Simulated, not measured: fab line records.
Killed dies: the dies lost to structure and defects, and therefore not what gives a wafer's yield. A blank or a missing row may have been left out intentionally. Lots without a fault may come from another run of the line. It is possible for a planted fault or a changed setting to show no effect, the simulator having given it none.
Chamber matching || flow nand-harc || 4 sister chambers for NHARC_A_CONTACT_ETCH_88 on rie-diel-06
The step etches the open film in CF4, target depth 39 nm, time 65 s. 8 wafers are shown with their chamber, then 10 later ones without.

## EACH WAFER AND ITS CHAMBER
{"wafer": "L077.6", "chamber": 0, "showerhead-plenum-p-Torr (Torr)": 1.81, "drypump-motor-current-A (A)": 6.5}
{"wafer": "L076.3", "chamber": 3, "showerhead-plenum-p-Torr (Torr)": 1.69, "drypump-motor-current-A (A)": 5.4}
{"wafer": "L078.1", "chamber": 1, "showerhead-plenum-p-Torr (Torr)": 1.90, "drypump-motor-current-A (A)": 5.9}
{"wafer": "L078.3", "chamber": 3, "showerhead-plenum-p-Torr (Torr)": 1.69, "drypump-motor-current-A (A)": 5.3}
{"wafer": "L083.2", "chamber": 0, "showerhead-plenum-p-Torr (Torr)": 1.80, "drypump-motor-current-A (A)": 6.5}
{"wafer": "L083.5", "chamber": 2, "showerhead-plenum-p-Torr (Torr)": 1.68, "drypump-motor-current-A (A)": 5.3}
{"wafer": "L082.1", "chamber": 2, "showerhead-plenum-p-Torr (Torr)": 1.68, "drypump-motor-current-A (A)": 5.3}
{"wafer": "L082.2", "chamber": 1, "showerhead-plenum-p-Torr (Torr)": 1.90, "drypump-motor-current-A (A)": 6.0}

## WAFERS WHOSE CHAMBER IS MISSING
{"wafer": "L082.5", "showerhead-plenum-p-Torr (Torr)": 1.90, "drypump-motor-current-A (A)": 6.0}
{"wafer": "L087.3", "showerhead-plenum-p-Torr (Torr)": 1.80, "drypump-motor-current-A (A)": 6.5}
{"wafer": "L087.4", "showerhead-plenum-p-Torr (Torr)": 1.89, "drypump-motor-current-A (A)": 5.9}
{"wafer": "L087.6", "showerhead-plenum-p-Torr (Torr)": 1.67, "drypump-motor-current-A (A)": 5.3}
{"wafer": "L091.3", "showerhead-plenum-p-Torr (Torr)": 1.67, "drypump-motor-current-A (A)": 5.4}
{"wafer": "L091.4", "showerhead-plenum-p-Torr (Torr)": 1.80, "drypump-motor-current-A (A)": 6.5}
{"wafer": "L091.6", "showerhead-plenum-p-Torr (Torr)": 1.68, "drypump-motor-current-A (A)": 5.4}
{"wafer": "L092.4", "showerhead-plenum-p-Torr (Torr)": 1.67, "drypump-motor-current-A (A)": 5.3}
{"wafer": "L092.5", "showerhead-plenum-p-Torr (Torr)": 1.89, "drypump-motor-current-A (A)": 5.9}
{"wafer": "L092.6", "showerhead-plenum-p-Torr (Torr)": 1.80, "drypump-motor-current-A (A)": 6.5}

## CHAMBER TAKEN BY EACH
{"wafer": "L082.5", "from the rows above": 1, "in truth": 1}
{"wafer": "L087.3", "from the rows above": 0, "in truth": 0}
{"wafer": "L087.4", "from the rows above": 1, "in truth": 1}
{"wafer": "L087.6", "from the rows above": 2, "in truth": 2}
{"wafer": "L091.3", "from the rows above": 2, "in truth": 2}
{"wafer": "L091.4", "from the rows above": 0, "in truth": 0}
{"wafer": "L091.6", "from the rows above": "can't be placed: 2 or 3", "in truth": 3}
{"wafer": "L092.4", "from the rows above": 2, "in truth": 2}
{"wafer": "L092.5", "from the rows above": 1, "in truth": 1}
{"wafer": "L092.6", "from the rows above": 0, "in truth": 0}
Correctly placed: 9 of 10. From these rows, 1 cannot be placed; in 1 the true chamber is one of the candidates. Wrongly placed: 0.
How it was worked out, from the rows above alone: a wafer's distance from a chamber is the root of the sum, over the readings, of the square of ((its reading less the chamber's mean) divided by the reading's scatter). The wafer belongs to the nearest chamber; if the next one is less than 2 further off, it can't be placed. For every chamber, the mean is computed from those of its wafers that are shown. The scatter is the square root of a quotient: the sum, over the shown wafers, of each reading's squared deviation from its chamber's mean, divided by wafers minus chambers.
